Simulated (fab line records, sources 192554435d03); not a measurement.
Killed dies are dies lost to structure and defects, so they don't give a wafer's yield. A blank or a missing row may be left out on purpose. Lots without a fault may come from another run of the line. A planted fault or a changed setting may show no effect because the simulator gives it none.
Which tool did it? | flow n5_finfet | 24 lots, 72 wafers sampled, at 6 steps of a route of 1938

WHAT THE GAUGES READ, wafer by wafer
The record holds no reading of a measuring or inspecting step that can be judged against a usual standard deviation.

WHICH TOOL RAN EACH LOT (tool, then ch and the chambers of the sampled wafers, then the start)
lot  | N5_BEOL_M3_SURFACE_TREAT_85  | N5_BEOL_M3_SPUTTER_81        | N5_BEOL_M3_SPUTTER_92        | N5_BEOL_M3_ANNEAL_95         | N5_BEOL_M3_SPUTTER_96        | N5_BEOL_M4_HM_OPEN_17
L074 | pvd_sputter-01, day 7 04:22  | pvd_sputter-02, day 7 06:29  | pvd_sputter-02, day 7 07:22  | pvd_sputter-02, day 7 07:40  | pvd_sputter-02, day 7 07:48  | rie_metal-01 ch 0,1, day 7 10:07
L075 | pvd_sputter-03, day 7 09:20  | pvd_sputter-01, day 7 10:07  | pvd_sputter-01, day 7 10:59  | pvd_sputter-01, day 7 11:17  | pvd_sputter-01, day 7 11:26  | rie_metal-03 ch 0, day 7 14:07
L076 | pvd_sputter-02, day 7 14:41  | pvd_sputter-02, day 7 15:21  | pvd_sputter-02, day 7 16:14  | pvd_sputter-02, day 7 16:32  | pvd_sputter-02, day 7 16:40  | rie_metal-03 ch 0,1, day 7 19:43
L077 | pvd_sputter-01, day 7 21:28  | pvd_sputter-03, day 7 22:08  | pvd_sputter-03, day 7 23:01  | pvd_sputter-03, day 7 23:19  | pvd_sputter-03, day 7 23:28  | rie_metal-03 ch 0, day 8 02:13
L078 | pvd_sputter-03, day 8 01:29  | pvd_sputter-02, day 8 02:28  | pvd_sputter-02, day 8 03:21  | pvd_sputter-02, day 8 03:39  | pvd_sputter-02, day 8 03:47  | rie_metal-02 ch 0,1, day 8 06:41
L079 | pvd_sputter-03, day 8 05:52  | pvd_sputter-03, day 8 08:25  | pvd_sputter-03, day 8 09:17  | pvd_sputter-03, day 8 09:35  | pvd_sputter-03, day 8 09:44  | rie_metal-02 ch 0,1, day 8 12:56
L080 | pvd_sputter-02, day 8 20:23  | pvd_sputter-03, day 8 21:08  | pvd_sputter-03, day 8 22:01  | pvd_sputter-03, day 8 22:19  | pvd_sputter-03, day 8 22:27  | rie_metal-03 ch 0,1, day 9 00:35
L081 | pvd_sputter-02, day 9 00:02  | pvd_sputter-02, day 9 00:41  | pvd_sputter-02, day 9 01:34  | pvd_sputter-02, day 9 01:52  | pvd_sputter-02, day 9 02:01  | rie_metal-02 ch 0,1, day 9 07:58
L082 | pvd_sputter-03, day 9 17:53  | pvd_sputter-03, day 9 20:34  | pvd_sputter-03, day 9 21:27  | pvd_sputter-03, day 9 21:45  | pvd_sputter-03, day 9 21:53  | rie_metal-02 ch 0,1, day 10 00:41
L083 | pvd_sputter-03, day 9 22:32  | pvd_sputter-02, day 9 23:24  | pvd_sputter-02, day 10 01:20 | pvd_sputter-02, day 10 01:40 | pvd_sputter-02, day 10 01:50 | rie_metal-03 ch 0,1, day 10 05:38
L084 | pvd_sputter-03, day 10 00:56 | pvd_sputter-03, day 10 01:37 | pvd_sputter-03, day 10 02:29 | pvd_sputter-03, day 10 02:47 | pvd_sputter-03, day 10 04:02 | rie_metal-02 ch 1, day 10 07:17
L085 | pvd_sputter-02, day 10 15:02 | pvd_sputter-03, day 10 15:47 | pvd_sputter-03, day 10 16:40 | pvd_sputter-03, day 10 16:58 | pvd_sputter-03, day 10 17:06 | rie_metal-03 ch 0,1, day 10 19:12
L086 | pvd_sputter-02, day 10 15:07 | pvd_sputter-01, day 11 01:43 | pvd_sputter-01, day 11 02:35 | pvd_sputter-01, day 11 02:53 | pvd_sputter-01, day 11 03:02 | rie_metal-02 ch 0,1, day 11 05:52
L087 | pvd_sputter-02, day 11 02:26 | pvd_sputter-02, day 11 03:06 | pvd_sputter-02, day 11 03:59 | pvd_sputter-02, day 11 04:17 | pvd_sputter-02, day 11 04:25 | rie_metal-03 ch 0,1, day 11 08:44
L088 | pvd_sputter-01, day 11 08:03 | pvd_sputter-01, day 11 08:44 | pvd_sputter-01, day 11 09:37 | pvd_sputter-01, day 11 09:55 | pvd_sputter-01, day 11 10:03 | rie_metal-03 ch 0,1, day 11 13:27
L089 | pvd_sputter-01, day 11 11:15 | pvd_sputter-02, day 11 12:01 | pvd_sputter-02, day 11 12:54 | pvd_sputter-02, day 11 13:12 | pvd_sputter-02, day 11 13:20 | rie_metal-01 ch 0,1, day 11 17:04
L090 | pvd_sputter-03, day 11 13:17 | pvd_sputter-01, day 11 14:01 | pvd_sputter-01, day 11 14:53 | pvd_sputter-01, day 11 15:11 | pvd_sputter-01, day 11 15:20 | rie_metal-03 ch 0,1, day 11 17:26
L092 | pvd_sputter-02, day 11 22:23 | pvd_sputter-01, day 11 23:05 | pvd_sputter-01, day 11 23:58 | pvd_sputter-01, day 12 00:16 | pvd_sputter-01, day 12 00:24 | rie_metal-02 ch 0,1, day 12 03:52
L091 | pvd_sputter-01, day 12 03:38 | pvd_sputter-01, day 12 04:26 | pvd_sputter-01, day 12 05:19 | pvd_sputter-01, day 12 05:37 | pvd_sputter-01, day 12 05:46 | rie_metal-03 ch 0,1, day 12 10:28
L093 | pvd_sputter-01, day 12 10:19 | pvd_sputter-03, day 12 11:04 | pvd_sputter-03, day 12 11:56 | pvd_sputter-03, day 12 12:14 | pvd_sputter-03, day 12 12:23 | rie_metal-03 ch 1, day 12 15:44
L094 | pvd_sputter-03, day 12 10:30 | pvd_sputter-03, day 12 12:54 | pvd_sputter-03, day 12 13:47 | pvd_sputter-03, day 12 14:05 | pvd_sputter-03, day 12 14:13 | rie_metal-01 ch 0,1, day 12 17:32
L095 | pvd_sputter-02, day 12 16:29 | pvd_sputter-02, day 12 17:23 | pvd_sputter-02, day 12 18:16 | pvd_sputter-02, day 12 18:34 | pvd_sputter-02, day 12 18:42 | rie_metal-03 ch 0,1, day 12 21:20
L096 | pvd_sputter-02, day 13 18:52 | pvd_sputter-03, day 13 19:38 | pvd_sputter-03, day 13 20:31 | pvd_sputter-03, day 13 20:49 | pvd_sputter-03, day 13 20:57 | rie_metal-01 ch 0,1, day 13 23:40
L097 | pvd_sputter-01, day 13 21:56 | pvd_sputter-03, day 13 22:36 | pvd_sputter-03, day 13 23:29 | pvd_sputter-03, day 13 23:47 | pvd_sputter-03, day 13 23:55 | rie_metal-02 ch 0,1, day 14 02:32
- N5_BEOL_M3_SURFACE_TREAT_85
- N5_BEOL_M3_SPUTTER_81: material Cu, target thk 4.5 nm, time 8.29 s.
- N5_BEOL_M3_SPUTTER_92: material Cu, target thk 4.5 nm, time 8.29 s.
- N5_BEOL_M3_ANNEAL_95: time 240 s.
- N5_BEOL_M3_SPUTTER_96: material Cu, target thk 4.5 nm, time 8.29 s.
- N5_BEOL_M4_HM_OPEN_17: chemistry Cl2/BCl3, target TiN, target depth 20 nm, overetch 6 nm.

WHAT THE TOOLS THEMSELVES READ (means of the sampled wafers that have a number; where no wafer has one, the mark that the record gives instead)
N5_BEOL_M3_SPUTTER_81. Usual: throttle_valve_pct 29.6 %, standard deviation 0.96.
lot  | tool           | throttle_valve_pct (%) | flag
L074 | pvd_sputter-02 | 29.2                   |
L075 | pvd_sputter-01 | 29.8                   |
L076 | pvd_sputter-02 | 29.6                   |
L077 | pvd_sputter-03 | 30.3                   |
L078 | pvd_sputter-02 | 28.5                   |
L079 | pvd_sputter-03 | 29.6                   |
L080 | pvd_sputter-03 | 30.3                   |
L081 | pvd_sputter-02 | 30.0                   |
L082 | pvd_sputter-03 | 30.2                   |
L083 | pvd_sputter-02 | 29.4                   |
L084 | pvd_sputter-03 | 30.6                   |
L085 | pvd_sputter-03 | 29.5                   |
L086 | pvd_sputter-01 | 30.0                   |
L087 | pvd_sputter-02 | 29.3                   |
L088 | pvd_sputter-01 | 29.6                   |
L089 | pvd_sputter-02 | 29.3                   |
L090 | pvd_sputter-01 | 29.3                   |
L092 | pvd_sputter-01 | 29.6                   |
L091 | pvd_sputter-01 | 29.3                   |
L093 | pvd_sputter-03 | 29.6                   |
L094 | pvd_sputter-03 | 30.3                   |
L095 | pvd_sputter-02 | 29.3                   |
L096 | pvd_sputter-03 | 30.5                   |
L097 | pvd_sputter-03 | 29.6                   |

N5_BEOL_M3_SPUTTER_92. Usual: throttle_valve_pct 29.6 %, standard deviation 1.
lot  | tool           | throttle_valve_pct (%) | flag
L074 | pvd_sputter-02 | 29.2                   |
L075 | pvd_sputter-01 | 29.9                   |
L076 | pvd_sputter-02 | 29.5                   |
L077 | pvd_sputter-03 | 30.4                   |
L078 | pvd_sputter-02 | 28.4                   |
L079 | pvd_sputter-03 | 29.7                   |
L080 | pvd_sputter-03 | 30.2                   |
L081 | pvd_sputter-02 | 29.9                   |
L082 | pvd_sputter-03 | 30.1                   |
L083 | pvd_sputter-02 | 29.4                   |
L084 | pvd_sputter-03 | 30.4                   |
L085 | pvd_sputter-03 | 29.5                   |
L086 | pvd_sputter-01 | 29.8                   |
L087 | pvd_sputter-02 | 29.1                   |
L088 | pvd_sputter-01 | 29.4                   |
L089 | pvd_sputter-02 | 29.4                   |
L090 | pvd_sputter-01 | 29.4                   |
L092 | pvd_sputter-01 | 29.6                   |
L091 | pvd_sputter-01 | 29.4                   |
L093 | pvd_sputter-03 | 29.6                   |
L094 | pvd_sputter-03 | 30.3                   |
L095 | pvd_sputter-02 | 29.1                   |
L096 | pvd_sputter-03 | 30.5                   |
L097 | pvd_sputter-03 | 29.5                   |

N5_BEOL_M3_ANNEAL_95. Usual: heater_power_w 846 W, standard deviation 94.
lot  | tool           | heater_power_w (W) | flag
L074 | pvd_sputter-02 | 871                |
L075 | pvd_sputter-01 | 885                |
L076 | pvd_sputter-02 | 820                |
L077 | pvd_sputter-03 | 960                |
L078 | pvd_sputter-02 | 882                |
L079 | pvd_sputter-03 | 829                |
L080 | pvd_sputter-03 | 942                |
L081 | pvd_sputter-02 | 875                |
L082 | pvd_sputter-03 | 941                |
L083 | pvd_sputter-02 | 827                |
L084 | pvd_sputter-03 | 874                |
L085 | pvd_sputter-03 | 845                |
L086 | pvd_sputter-01 | 820                |
L087 | pvd_sputter-02 | 872                |
L088 | pvd_sputter-01 | 802                |
L089 | pvd_sputter-02 | 818                |
L090 | pvd_sputter-01 | 808                |
L092 | pvd_sputter-01 | 742                |
L091 | pvd_sputter-01 | 819                |
L093 | pvd_sputter-03 | 827                |
L094 | pvd_sputter-03 | 941                |
L095 | pvd_sputter-02 | 849                |
L096 | pvd_sputter-03 | 881                |
L097 | pvd_sputter-03 | 848                |

N5_BEOL_M3_SPUTTER_96. Usual: throttle_valve_pct 29.7 %, standard deviation 0.97.
lot  | tool           | throttle_valve_pct (%) | flag
L074 | pvd_sputter-02 | 29.2                   |
L075 | pvd_sputter-01 | 30.0                   |
L076 | pvd_sputter-02 | 29.5                   |
L077 | pvd_sputter-03 | 30.2                   |
L078 | pvd_sputter-02 | 28.5                   |
L079 | pvd_sputter-03 | 29.7                   |
L080 | pvd_sputter-03 | 30.3                   |
L081 | pvd_sputter-02 | 29.7                   |
L082 | pvd_sputter-03 | 30.4                   |
L083 | pvd_sputter-02 | 29.5                   |
L084 | pvd_sputter-03 | 30.4                   |
L085 | pvd_sputter-03 | 29.6                   |
L086 | pvd_sputter-01 | 29.9                   |
L087 | pvd_sputter-02 | 29.2                   |
L088 | pvd_sputter-01 | 29.5                   |
L089 | pvd_sputter-02 | 29.6                   |
L090 | pvd_sputter-01 | 29.4                   |
L092 | pvd_sputter-01 | 29.6                   |
L091 | pvd_sputter-01 | 29.4                   |
L093 | pvd_sputter-03 | 29.6                   |
L094 | pvd_sputter-03 | 30.3                   |
L095 | pvd_sputter-02 | 29.2                   |
L096 | pvd_sputter-03 | 30.4                   |
L097 | pvd_sputter-03 | 29.7                   |

N5_BEOL_M4_HM_OPEN_17. Usual: drypump_motor_current_A 5.8 A, standard deviation 0.37; oes_product_au 0.67 a.u., standard deviation 0.088; throttle_valve_pct 22.13 %, standard deviation 0.28.
lot  | tool         | drypump_motor_current_A (A) | oes_product_au (a.u.) | throttle_valve_pct (%) | flag
L074 | rie_metal-01 | 5.8                         | 0.62                  | 22.16                  |
L075 | rie_metal-03 | 6.3                         | 0.68                  | 22.26                  |
L076 | rie_metal-03 | 5.7                         | 0.79                  | 21.87                  |
L077 | rie_metal-03 | 6.3                         | 0.66                  | 22.28                  |
L078 | rie_metal-02 | 5.5                         | 0.55                  | 22.24                  |
L079 | rie_metal-02 | 5.7                         | 0.59                  | 22.28                  |
L080 | rie_metal-03 | 5.8                         | 0.76                  | 21.88                  |
L081 | rie_metal-02 | 5.5                         | 0.55                  | 22.25                  |
L082 | rie_metal-02 | 5.7                         | 0.59                  | 22.29                  |
L083 | rie_metal-03 | 5.7                         | 0.74                  | 21.89                  |
L084 | rie_metal-02 | 5.9                         | 0.62                  | 22.33                  |
L085 | rie_metal-03 | 5.7                         | 0.73                  | 21.89                  |
L086 | rie_metal-02 | 5.7                         | 0.68                  | 22.23                  |
L087 | rie_metal-03 | 5.9                         | 0.69                  | 22.09                  |
L088 | rie_metal-03 | 5.7                         | 0.73                  | 21.91                  |
L089 | rie_metal-01 | 5.8                         | 0.61                  | 22.19                  |
L090 | rie_metal-03 | 6.0                         | 0.68                  | 22.10                  |
L092 | rie_metal-02 | 5.7                         | 0.68                  | 22.22                  |
L091 | rie_metal-03 | 6.0                         | 0.69                  | 22.09                  |
L093 | rie_metal-03 | 5.4                         | 0.76                  | 21.71                  |
L094 | rie_metal-01 | 5.6                         | 0.62                  | 22.39                  |
L095 | rie_metal-03 | 5.7                         | 0.72                  | 21.90                  |
L096 | rie_metal-01 | 5.7                         | 0.62                  | 22.40                  |
L097 | rie_metal-02 | 5.5                         | 0.73                  | 22.10                  |

THE ANSWER, worked out from the rows above alone
Rule: a lot is off if the mean of its wafers that have a number lies more than 3 standard deviations from the usual mean. A lot without any number at a reading at which 4 lots or more have one is off too. The other lots that the step has rows for count as sound. The gauges are gone through in route order, then the tools' own readings, and for those a lot's mean is taken as printed above. The first step at which some lot is off is used, and at that step the reading that is off furthest; a lot without a number counts as furthest.
No lot is off at any reading shown: from this, nothing can be told.

WHAT THE SIMULATOR HAD PUT IN
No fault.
